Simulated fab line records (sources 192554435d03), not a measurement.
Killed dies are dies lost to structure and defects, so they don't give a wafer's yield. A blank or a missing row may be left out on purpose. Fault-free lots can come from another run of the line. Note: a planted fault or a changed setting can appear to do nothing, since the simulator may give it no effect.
Which of the tools did it? ; flow n5 finfet ; 30 wafers from 10 lots sampled at 4 of the route's 1938 steps

WHAT THE GAUGES SHOWED, per wafer
N5_MIM_BOT_LITHO_INSPECT_12: inspects for defects (macro).
lot;measured;on;raw defect count
L503;day 13 02:28;defect inspect-02;2 3 2
L504;day 13 02:58;defect inspect-01;0 4 4
L505;day 13 21:55;defect inspect-02;1 3 5
L512;day 15 07:38;defect inspect-01;2 1 3
L516;day 17 09:16;defect inspect-02;5 0 2
L510;day 17 14:03;defect inspect-01;1 3 2
L514;day 18 01:20;defect inspect-02;6 3 1
L517;day 18 01:34;defect inspect-02;1 >300 2
L520;day 18 13:13;defect inspect-01;>300 2 1
L521;day 19 08:13;defect inspect-01;0 3 3

WHICH TOOL RAN EACH LOT (tool, then ch and the chambers of the sampled wafers, then the start)
lot;N5_BEOL_M15_SPUTTER_43;N5_PASSIVATION_PECVD_00;N5_MIM_TOP_ETCH_ETCH_00
L503;pvd sputter-03, day 12 19:28;pecvd-01 ch 0,1,2, day 12 21:45;rie metal-03 ch 0,1, day 13 01:52
L504;pvd sputter-03, day 12 20:10;pecvd-02 ch 1,2, day 12 22:25;rie metal-02 ch 0,1, day 13 02:14
L505;pvd sputter-02, day 13 16:01;pecvd-03 ch 0,1, day 13 18:26;rie metal-02 ch 0,1, day 13 21:17
L512;pvd sputter-03, day 15 00:29;pecvd-02 ch 0,2, day 15 02:44;rie metal-02 ch 0,1, day 15 06:54
L516;pvd sputter-03, day 17 03:08;pecvd-02 ch 0,2, day 17 05:36;rie metal-01 ch 0,1, day 17 08:36
L510;pvd sputter-02, day 17 08:11;pecvd-02 ch 0,2, day 17 10:35;rie metal-03 ch 0,1, day 17 13:12
L514;pvd sputter-01, day 17 18:19;pecvd-02 ch 0,2, day 17 20:34;rie metal-02 ch 0,1, day 18 00:23
L517;pvd sputter-01, day 17 18:43;pecvd-01 ch 0,2, day 17 20:59;rie metal-02 ch 0,1, day 18 00:50
L520;pvd sputter-03, day 18 05:32;pecvd-01 ch 0,1, day 18 07:47;rie metal-02 ch 0,1, day 18 12:25
L521;pvd sputter-01, day 19 01:13;pecvd-01 ch 0,1,2, day 19 03:37;rie metal-03 ch 0,1, day 19 07:37
- N5_BEOL_M15_SPUTTER_43: material TaN, target thk 15 nm, time 24.19 s.
- N5_PASSIVATION_PECVD_00: deposits SiO2 from SiH4/N2O, target thk 200 nm, time 11.2 s.
- N5_MIM_TOP_ETCH_ETCH_00: etches TiN in Cl2/BCl3, target depth 38.5 nm.

THE ANSWER, worked out from the rows above alone
Rule: the usual values come from the lots themselves. The widest of any qualifying gaps counts: lots, ordered by their means at a reading, are off when they make up no more than a third of the lots, leave a main group of 4 or more, and stand apart from it by 3 or more times the standard deviation of that group's means. The tables above print the reading to a certain number of digits; a main group whose means all agree to those digits is not used. Also off: a lot with no number at a reading for which 4 or more lots have one. Where the step has rows for the other lots, those lots are counted as sound.
None of the lots is off at any reading shown; this tells nothing.

WHAT THE SIMULATOR HAD INSERTED
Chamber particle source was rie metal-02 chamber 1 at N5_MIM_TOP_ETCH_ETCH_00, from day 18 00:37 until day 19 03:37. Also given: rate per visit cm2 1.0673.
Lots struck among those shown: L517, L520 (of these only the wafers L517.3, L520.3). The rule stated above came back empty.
